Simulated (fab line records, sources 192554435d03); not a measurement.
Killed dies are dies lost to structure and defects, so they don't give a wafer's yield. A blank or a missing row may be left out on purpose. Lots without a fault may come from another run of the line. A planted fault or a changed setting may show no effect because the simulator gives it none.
Which tool did it? | flow n5_finfet | 24 lots, 72 wafers sampled, at 5 steps of a route of 1938

WHAT THE GAUGES READ, wafer by wafer
N5_DUMMY_GATE_OVL_MEAS_16.
lot  | measured    | on         | GATE_OVL (nm)
L074 | day 2 23:08 | overlay-01 | -0.3 0.7 0.8
L075 | day 3 07:26 | overlay-01 | 0.3 0.4 0.6
L076 | day 3 11:37 | overlay-02 | 0.2 0.9 1.3
L077 | day 3 21:11 | overlay-02 | 0.8 0.3 0.7
L078 | day 3 23:39 | overlay-02 | 0.0 0.5 -0.3
L079 | day 4 05:42 | overlay-02 | 0.8 0.1 0.2
L080 | day 4 11:10 | overlay-02 | 0.9 0.5 0.8
L081 | day 4 18:33 | overlay-02 | -0.1 0.9 0.5
L082 | day 5 01:20 | overlay-02 | -1.3 0.0 -0.6
L083 | day 5 11:04 | overlay-02 | -0.5 -0.3 -0.2
L084 | day 5 13:18 | overlay-02 | -0.7 -0.9 -0.7
L085 | day 5 21:22 | overlay-01 | 0.1 0.0 0.2
L086 | day 6 00:13 | overlay-02 | 0.5 -0.1 0.0
L087 | day 6 07:14 | overlay-01 | -0.9 -0.6 -1.1
L088 | day 6 12:02 | overlay-02 | 0.2 -0.4 0.4
L089 | day 6 16:11 | overlay-02 | 0.5 -0.2 -0.5
L090 | day 6 22:43 | overlay-02 | -0.1 -0.2 -0.5
L091 | day 7 04:59 | overlay-02 | 0.6 0.1 -0.5
L092 | day 7 11:34 | overlay-01 | 0.4 -0.4 -0.3
L093 | day 7 15:51 | overlay-02 | 0.2 0.8 -0.7
L094 | day 8 00:55 | overlay-02 | -0.2 -0.1 -0.6
L095 | day 8 04:06 | overlay-01 | 0.7 0.3 -0.1
L096 | day 8 09:38 | overlay-02 | 1.5 0.9 0.0
L097 | day 8 16:12 | overlay-01 | -0.3 -0.4 0.9

WHICH TOOL RAN EACH LOT (tool, then ch and the chambers of the sampled wafers, then the start)
lot  | N5_FIN_SAQP_MANDREL_ETCH_22     | N5_FIN_SAQP_MANDREL_ETCH_58     | N5_FIN_CUT_ETCH_20                | N5_FIN_CUT_PRECLEAN_35
L074 | rie_si-01 ch 0,1,2, day 1 22:32 | rie_si-06 ch 1,2,3, day 2 00:40 | rie_diel-01 ch 0,1, day 2 03:05   | vapor_etch-02 ch 0,1, day 2 03:35
L075 | rie_si-06 ch 0,3, day 2 06:00   | rie_si-06 ch 0,1,2, day 2 08:16 | rie_diel-05 ch 0,1, day 2 10:48   | vapor_etch-01 ch 0,1, day 2 11:32
L076 | rie_si-01 ch 1,2,3, day 2 10:45 | rie_si-02 ch 0,1,3, day 2 12:55 | rie_diel-01 ch 0,1, day 2 16:28   | vapor_etch-02 ch 0,1, day 2 16:59
L077 | rie_si-01 ch 0,1, day 2 18:31   | rie_si-02 ch 1,3, day 2 20:48   | rie_diel-05 ch 0,1, day 3 00:04   | vapor_etch-01 ch 0, day 3 00:36
L078 | rie_si-06 ch 0,2,3, day 2 23:08 | rie_si-01 ch 0,1,2, day 3 01:25 | rie_diel-04 ch 0,2,3, day 3 04:49 | vapor_etch-02 ch 0,1, day 3 05:26
L079 | rie_si-01 ch 0,1, day 3 04:38   | rie_si-01 ch 0,1,2, day 3 07:13 | rie_diel-04 ch 0,1, day 3 09:43   | vapor_etch-02 ch 0,1, day 3 10:14
L080 | rie_si-02 ch 0,1, day 3 11:12   | rie_si-02 ch 0,1, day 3 13:13   | rie_diel-01 ch 0,1,2, day 3 16:50 | vapor_etch-02 ch 0,1, day 3 17:20
L081 | rie_si-01 ch 1,2, day 3 17:22   | rie_si-02 ch 1,3, day 3 19:40   | rie_diel-05 ch 0,2,3, day 3 22:35 | vapor_etch-02 ch 0,1, day 3 23:05
L082 | rie_si-06 ch 1,3, day 3 22:23   | rie_si-06 ch 0,3, day 4 00:55   | rie_diel-05 ch 0,1,2, day 4 03:42 | vapor_etch-01 ch 0, day 4 04:12
L083 | rie_si-02 ch 1,2,3, day 4 04:35 | rie_si-02 ch 1,3, day 4 07:28   | rie_diel-05 ch 0,3, day 4 10:12   | vapor_etch-02 ch 0,1, day 4 10:42
L084 | rie_si-01 ch 2,3, day 4 11:30   | rie_si-02 ch 0,1,2, day 4 13:29 | rie_diel-05 ch 0,2,3, day 4 16:08 | vapor_etch-01 ch 0, day 4 16:38
L085 | rie_si-02 ch 1,3, day 4 18:33   | rie_si-01 ch 2,3, day 4 21:44   | rie_diel-04 ch 0,1,2, day 5 02:05 | vapor_etch-02 ch 0,1, day 5 02:53
L086 | rie_si-02 ch 1,2, day 4 23:20   | rie_si-02 ch 1,2,3, day 5 01:40 | rie_diel-05 ch 0,1,3, day 5 04:08 | vapor_etch-01 ch 0, day 5 04:39
L087 | rie_si-01 ch 0,1,2, day 5 05:16 | rie_si-02 ch 1,3, day 5 07:32   | rie_diel-05 ch 0,2, day 5 12:18   | vapor_etch-02 ch 0,1, day 5 12:49
L088 | rie_si-01 ch 1,2,3, day 5 12:33 | rie_si-02 ch 0,1, day 5 14:46   | rie_diel-04 ch 0,3, day 5 17:31   | vapor_etch-02 ch 0,1, day 5 18:01
L089 | rie_si-01 ch 0,2,3, day 5 16:12 | rie_si-01 ch 0,1,3, day 5 18:33 | rie_diel-04 ch 1,3, day 5 21:44   | vapor_etch-02 ch 0,1, day 5 22:14
L090 | rie_si-06 ch 0,1,2, day 5 22:02 | rie_si-06 ch 0,3, day 6 00:18   | rie_diel-05 ch 1,2,3, day 6 03:40 | vapor_etch-01 ch 0, day 6 04:10
L091 | rie_si-01 ch 1,2,3, day 6 05:12 | rie_si-01 ch 1,3, day 6 07:43   | rie_diel-04 ch 0,3, day 6 10:41   | vapor_etch-01 ch 0, day 6 11:21
L092 | rie_si-02 ch 0,2, day 6 11:07   | rie_si-01 ch 0,1,3, day 6 13:28 | rie_diel-05 ch 0,2,3, day 6 16:38 | vapor_etch-02 ch 0,1, day 6 17:08
L093 | rie_si-06 ch 2,3, day 6 16:17   | rie_si-06 ch 0,1, day 6 18:36   | rie_diel-04 ch 2,3, day 6 21:25   | vapor_etch-02 ch 0,1, day 6 21:56
L094 | rie_si-02 ch 1,2,3, day 6 22:25 | rie_si-06 ch 0,1,2, day 7 00:22 | rie_diel-01 ch 1,2, day 7 03:24   | vapor_etch-01 ch 0,1, day 7 03:54
L095 | rie_si-02 ch 0,2,3, day 7 04:12 | rie_si-06 ch 0,1,3, day 7 06:08 | rie_diel-04 ch 0,2,3, day 7 08:41 | vapor_etch-02 ch 0,1, day 7 09:11
L096 | rie_si-02 ch 0,2,3, day 7 10:19 | rie_si-02 ch 0,1,3, day 7 12:46 | rie_diel-05 ch 0,2,3, day 7 15:21 | vapor_etch-02 ch 0,1, day 7 15:50
L097 | rie_si-02 ch 0,3, day 7 16:15   | rie_si-06 ch 0,1,2, day 7 18:23 | rie_diel-05 ch 1,2, day 7 21:08   | vapor_etch-01 ch 0,1, day 7 21:40
- N5_FIN_SAQP_MANDREL_ETCH_22: etches a-Si in HBr/Cl2, stops on SiNx, target depth 60 nm, bt time 10 s, time 30 s.
- N5_FIN_SAQP_MANDREL_ETCH_58: etches a-Si in HBr/Cl2, stops on SiNx, target depth 45 nm, bt time 10 s, time 27 s.
- N5_FIN_CUT_ETCH_20: etches SiARC in CF4, target depth 26 nm, time 43.3 s.
- N5_FIN_CUT_PRECLEAN_35: cleans in vHF, time 13.3 s.

WHAT THE TOOLS THEMSELVES READ (means of the sampled wafers that have a number; where no wafer has one, the mark that the record gives instead)
N5_FIN_SAQP_MANDREL_ETCH_22.
lot  | tool      | drypump_motor_current_A (A) | oes_product_au (a.u.) | throttle_valve_pct (%)
L074 | rie_si-01 | 5.6                         | 0.751                 | 35.2
L075 | rie_si-06 | 5.7                         | 0.780                 | 35.2
L076 | rie_si-01 | 5.5                         | 0.762                 | 35.3
L077 | rie_si-01 | 6.1                         | 0.747                 | 35.1
L078 | rie_si-06 | 5.9                         | 0.761                 | 35.3
L079 | rie_si-01 | 6.1                         | 0.758                 | 35.0
L080 | rie_si-02 | 5.5                         | 0.766                 | 34.9
L081 | rie_si-01 | 5.6                         | 0.756                 | 35.2
L082 | rie_si-06 | 5.4                         | 0.773                 | 35.4
L083 | rie_si-02 | 5.6                         | 0.763                 | 35.6
L084 | rie_si-01 | 5.3                         | 0.775                 | 35.3
L085 | rie_si-02 | 5.6                         | 0.762                 | 35.5
L086 | rie_si-02 | 5.5                         | 0.756                 | 35.3
L087 | rie_si-01 | 5.6                         | 0.758                 | 35.2
L088 | rie_si-01 | 5.5                         | 0.765                 | 35.3
L089 | rie_si-01 | 5.5                         | 0.753                 | 35.2
L090 | rie_si-06 | 5.5                         | 0.758                 | 35.1
L091 | rie_si-01 | 5.5                         | 0.768                 | 35.3
L092 | rie_si-02 | 5.6                         | 0.772                 | 35.2
L093 | rie_si-06 | 6.1                         | 0.777                 | 35.5
L094 | rie_si-02 | 5.6                         | 0.763                 | 35.6
L095 | rie_si-02 | 5.6                         | 0.775                 | 35.5
L096 | rie_si-02 | 5.6                         | 0.769                 | 35.5
L097 | rie_si-02 | 5.6                         | 0.775                 | 35.5

N5_FIN_SAQP_MANDREL_ETCH_58.
lot  | tool      | drypump_motor_current_A (A) | oes_product_au (a.u.) | throttle_valve_pct (%)
L074 | rie_si-06 | 5.7                         | 0.703                 | 35.6
L075 | rie_si-06 | 5.5                         | 0.701                 | 35.3
L076 | rie_si-02 | 5.5                         | 0.697                 | 35.4
L077 | rie_si-02 | 5.6                         | 0.691                 | 35.7
L078 | rie_si-01 | 5.6                         | 0.685                 | 35.4
L079 | rie_si-01 | 5.6                         | 0.679                 | 35.4
L080 | rie_si-02 | 5.5                         | 0.697                 | 35.2
L081 | rie_si-02 | 5.6                         | 0.692                 | 35.7
L082 | rie_si-06 | 6.0                         | 0.700                 | 35.7
L083 | rie_si-02 | 5.6                         | 0.690                 | 35.7
L084 | rie_si-02 | 5.5                         | 0.688                 | 35.5
L085 | rie_si-01 | 5.0                         | 0.691                 | 35.6
L086 | rie_si-02 | 5.6                         | 0.695                 | 35.8
L087 | rie_si-02 | 5.5                         | 0.686                 | 35.5
L088 | rie_si-02 | 5.5                         | 0.695                 | 35.2
L089 | rie_si-01 | 6.0                         | 0.686                 | 35.3
L090 | rie_si-06 | 5.8                         | 0.695                 | 35.4
L091 | rie_si-01 | 5.8                         | 0.709                 | 35.4
L092 | rie_si-01 | 6.0                         | 0.687                 | 35.4
L093 | rie_si-06 | 5.4                         | 0.690                 | 35.3
L094 | rie_si-06 | 5.5                         | 0.697                 | 35.3
L095 | rie_si-06 | 5.6                         | 0.696                 | 35.5
L096 | rie_si-02 | 5.5                         | 0.699                 | 35.4
L097 | rie_si-06 | 5.5                         | 0.691                 | 35.3

N5_FIN_CUT_ETCH_20.
lot  | tool        | drypump_motor_current_A (A) | etch_rf_on_time_s (s) | oes_product_au (a.u.) | rf_vpp_V (V) | showerhead_plenum_p_Torr (Torr) | throttle_valve_pct (%)
L074 | rie_diel-01 | 6.2                         | 40.8                  | 0.65                  | 185.2        | 2.22                            | 15.67
L075 | rie_diel-05 | 5.5                         | 42.5                  | 0.77                  | 185.7        | 2.26                            | 15.70
L076 | rie_diel-01 | 6.1                         | 41.7                  | 0.63                  | 185.0        | 2.22                            | 15.88
L077 | rie_diel-05 | 5.1                         | 42.6                  | 0.71                  | 184.5        | 2.25                            | 15.72
L078 | rie_diel-04 | 5.7                         | 43.0                  | 0.65                  | 183.4        | 2.12                            | 15.75
L079 | rie_diel-04 | 5.7                         | 43.1                  | 0.73                  | 183.3        | 2.11                            | 15.59
L080 | rie_diel-01 | 5.8                         | 41.7                  | 0.69                  | 185.4        | 2.21                            | 15.64
L081 | rie_diel-05 | 5.1                         | 42.2                  | 0.71                  | 182.7        | 2.14                            | 15.58
L082 | rie_diel-05 | 5.4                         | 42.9                  | 0.70                  | 184.7        | 2.19                            | 15.67
L083 | rie_diel-05 | 4.9                         | 42.5                  | 0.74                  | 183.6        | 2.15                            | 15.52
L084 | rie_diel-05 | 5.1                         | 42.5                  | 0.70                  | 184.7        | 2.14                            | 15.59
L085 | rie_diel-04 | 5.7                         | 42.7                  | 0.69                  | 183.9        | 2.10                            | 15.62
L086 | rie_diel-05 | 5.2                         | 42.5                  | 0.74                  | 184.7        | 2.20                            | 15.62
L087 | rie_diel-05 | 5.0                         | 43.0                  | 0.64                  | 184.6        | 2.17                            | 15.73
L088 | rie_diel-04 | 5.8                         | 42.9                  | 0.62                  | 182.4        | 2.14                            | 15.99
L089 | rie_diel-04 | 5.8                         | 42.6                  | 0.67                  | 184.1        | 2.12                            | 15.87
L090 | rie_diel-05 | 5.5                         | 42.2                  | 0.74                  | 183.9        | 2.15                            | 15.58
L091 | rie_diel-04 | 5.8                         | 42.5                  | 0.62                  | 183.2        | 2.14                            | 16.01
L092 | rie_diel-05 | 5.1                         | 42.4                  | 0.69                  | 182.8        | 2.13                            | 15.64
L093 | rie_diel-04 | 5.6                         | 42.9                  | 0.66                  | 183.8        | 2.09                            | 15.68
L094 | rie_diel-01 | 5.5                         | 41.6                  | 0.71                  | 184.7        | 2.19                            | 15.47
L095 | rie_diel-04 | 5.7                         | 43.1                  | 0.63                  | 184.0        | 2.11                            | 15.82
L096 | rie_diel-05 | 5.1                         | 43.0                  | 0.68                  | 183.2        | 2.13                            | 15.64
L097 | rie_diel-05 | 5.8                         | 41.9                  | 0.73                  | 184.2        | 2.20                            | 15.70

N5_FIN_CUT_PRECLEAN_35.
lot  | tool          | drypump_motor_current_A (A)
L074 | vapor_etch-02 | 5.96
L075 | vapor_etch-01 | 5.90
L076 | vapor_etch-02 | 6.10
L077 | vapor_etch-01 | 6.24
L078 | vapor_etch-02 | 6.12
L079 | vapor_etch-02 | 6.09
L080 | vapor_etch-02 | 6.11
L081 | vapor_etch-02 | 5.95
L082 | vapor_etch-01 | 6.28
L083 | vapor_etch-02 | 6.13
L084 | vapor_etch-01 | 6.29
L085 | vapor_etch-02 | 5.97
L086 | vapor_etch-01 | 6.31
L087 | vapor_etch-02 | 6.10
L088 | vapor_etch-02 | 5.95
L089 | vapor_etch-02 | 5.96
L090 | vapor_etch-01 | 6.29
L091 | vapor_etch-01 | 6.28
L092 | vapor_etch-02 | 6.10
L093 | vapor_etch-02 | 5.96
L094 | vapor_etch-01 | 5.90
L095 | vapor_etch-02 | 6.12
L096 | vapor_etch-02 | 6.11
L097 | vapor_etch-01 | 6.10

THE ANSWER, worked out from the rows above alone
Rule: what is usual is taken from the lots themselves. Put in order of their means at a reading, lots are off if they are a third of the lots or fewer, leave a main group of 4 or more, and stand apart from it by a gap of 3 or more times the standard deviation of the main group's means; of several such gaps the widest counts. A main group whose means are all the same, to the digits that the tables above print for the reading, isn't used. A lot without any number at a reading at which 4 lots or more have one is off too. The other lots that the step has rows for count as sound. The gauges are gone through in route order, then the tools' own readings, and for those a lot's mean is taken as printed above. The first step at which some lot is off is used, and at that step the reading that is off furthest; a lot without a number counts as furthest.
No lot is off at any reading shown: from this, nothing can be told.

WHAT THE SIMULATOR HAD PUT IN
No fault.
